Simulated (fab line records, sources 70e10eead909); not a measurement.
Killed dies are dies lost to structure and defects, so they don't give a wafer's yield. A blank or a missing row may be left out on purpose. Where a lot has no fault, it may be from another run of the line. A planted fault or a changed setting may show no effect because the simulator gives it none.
Chamber matching / flow nand harc / rie diel-02 running NHARC_P_GATE_ETCH_104: 4 sister chambers
The step etches the open film in CF4/CHF3, target depth 60 nm. 16 wafers are shown with their chamber, then 8 later ones without.

EACH WAFER AND ITS CHAMBER
wafer=L074.1; chamber=1; drypump motor current A (A)=6.2; showerhead plenum p Torr (Torr)=1.58; cf4 flow sccm (sccm)=100.40
wafer=L074.2; chamber=3; drypump motor current A (A)=5.3; showerhead plenum p Torr (Torr)=1.56; cf4 flow sccm (sccm)=99.84
wafer=L074.5; chamber=2; drypump motor current A (A)=5.8; showerhead plenum p Torr (Torr)=1.61; cf4 flow sccm (sccm)=99.91
wafer=L077.4; chamber=0; drypump motor current A (A)=6.0; showerhead plenum p Torr (Torr)=1.53; cf4 flow sccm (sccm)=99.58
wafer=L077.5; chamber=2; drypump motor current A (A)=5.7; showerhead plenum p Torr (Torr)=1.60; cf4 flow sccm (sccm)=100.11
wafer=L077.6; chamber=3; drypump motor current A (A)=5.3; showerhead plenum p Torr (Torr)=1.56; cf4 flow sccm (sccm)=99.55
wafer=L078.1; chamber=2; drypump motor current A (A)=5.8; showerhead plenum p Torr (Torr)=1.60; cf4 flow sccm (sccm)=99.56
wafer=L078.3; chamber=3; drypump motor current A (A)=5.3; showerhead plenum p Torr (Torr)=1.56; cf4 flow sccm (sccm)=100.11
wafer=L078.4; chamber=0; drypump motor current A (A)=6.0; showerhead plenum p Torr (Torr)=1.53; cf4 flow sccm (sccm)=99.80
wafer=L082.1; chamber=1; drypump motor current A (A)=6.2; showerhead plenum p Torr (Torr)=1.57; cf4 flow sccm (sccm)=100.43
wafer=L082.2; chamber=3; drypump motor current A (A)=5.3; showerhead plenum p Torr (Torr)=1.56; cf4 flow sccm (sccm)=100.36
wafer=L082.4; chamber=0; drypump motor current A (A)=6.0; showerhead plenum p Torr (Torr)=1.52; cf4 flow sccm (sccm)=99.91
wafer=L083.1; chamber=2; drypump motor current A (A)=5.7; showerhead plenum p Torr (Torr)=1.60; cf4 flow sccm (sccm)=99.58
wafer=L083.2; chamber=0; drypump motor current A (A)=6.0; showerhead plenum p Torr (Torr)=1.52; cf4 flow sccm (sccm)=99.84
wafer=L083.4; chamber=3; drypump motor current A (A)=5.3; showerhead plenum p Torr (Torr)=1.56; cf4 flow sccm (sccm)=100.23
wafer=L089.1; chamber=3; drypump motor current A (A)=5.3; showerhead plenum p Torr (Torr)=1.56; cf4 flow sccm (sccm)=100.05

SIGNATURES, as means of the wafers listed above
reading=drypump motor current A; chamber 0=6.000; chamber 1=6.200; chamber 2=5.750; chamber 3=5.300; scatter within a chamber=0.0289
reading=showerhead plenum p Torr; chamber 0=1.5250; chamber 1=1.5750; chamber 2=1.6025; chamber 3=1.5600; scatter within a chamber=0.00433
reading=cf4 flow sccm; chamber 0=99.7825; chamber 1=100.4150; chamber 2=99.7900; chamber 3=100.0233; scatter within a chamber=0.241
Rule: distance of a wafer from a chamber = root of the sum over the readings of ((wafer's reading minus chamber's mean) / reading's scatter) squared. The wafer belongs to the nearest chamber; if the next one is less than 2 further off, it can't be placed. How the scatter is found: for the shown wafers, subtract from each reading the mean of its chamber, square and add these, divide the total by (wafers less chambers), then take the root.

WAFERS WITHOUT THEIR CHAMBER
wafer=L089.2; drypump motor current A (A)=5.8; showerhead plenum p Torr (Torr)=1.60; cf4 flow sccm (sccm)=99.96
wafer=L089.6; drypump motor current A (A)=6.0; showerhead plenum p Torr (Torr)=1.52; cf4 flow sccm (sccm)=99.95
wafer=L092.1; drypump motor current A (A)=6.0; showerhead plenum p Torr (Torr)=1.52; cf4 flow sccm (sccm)=99.84
wafer=L092.2; drypump motor current A (A)=5.8; showerhead plenum p Torr (Torr)=1.60; cf4 flow sccm (sccm)=99.34
wafer=L092.3; drypump motor current A (A)=5.3; showerhead plenum p Torr (Torr)=1.56; cf4 flow sccm (sccm)=99.78
wafer=L096.1; drypump motor current A (A)=6.0; showerhead plenum p Torr (Torr)=1.52; cf4 flow sccm (sccm)=100.15
wafer=L096.2; drypump motor current A (A)=6.2; showerhead plenum p Torr (Torr)=1.57; cf4 flow sccm (sccm)=100.28
wafer=L096.3; drypump motor current A (A)=5.2; showerhead plenum p Torr (Torr)=1.55; cf4 flow sccm (sccm)=100.47

WHICH CHAMBER EACH WENT THROUGH
wafer=L089.2; from the rows above=2; in truth=2
wafer=L089.6; from the rows above=0; in truth=0
wafer=L092.1; from the rows above=0; in truth=0
wafer=L092.2; from the rows above=2; in truth=2
wafer=L092.3; from the rows above=3; in truth=3
wafer=L096.1; from the rows above=0; in truth=0
wafer=L096.2; from the rows above=1; in truth=1
wafer=L096.3; from the rows above=3; in truth=3
Placed correctly: 8 of 8. Left unplaced by these rows: 0. 0 placed wrongly.
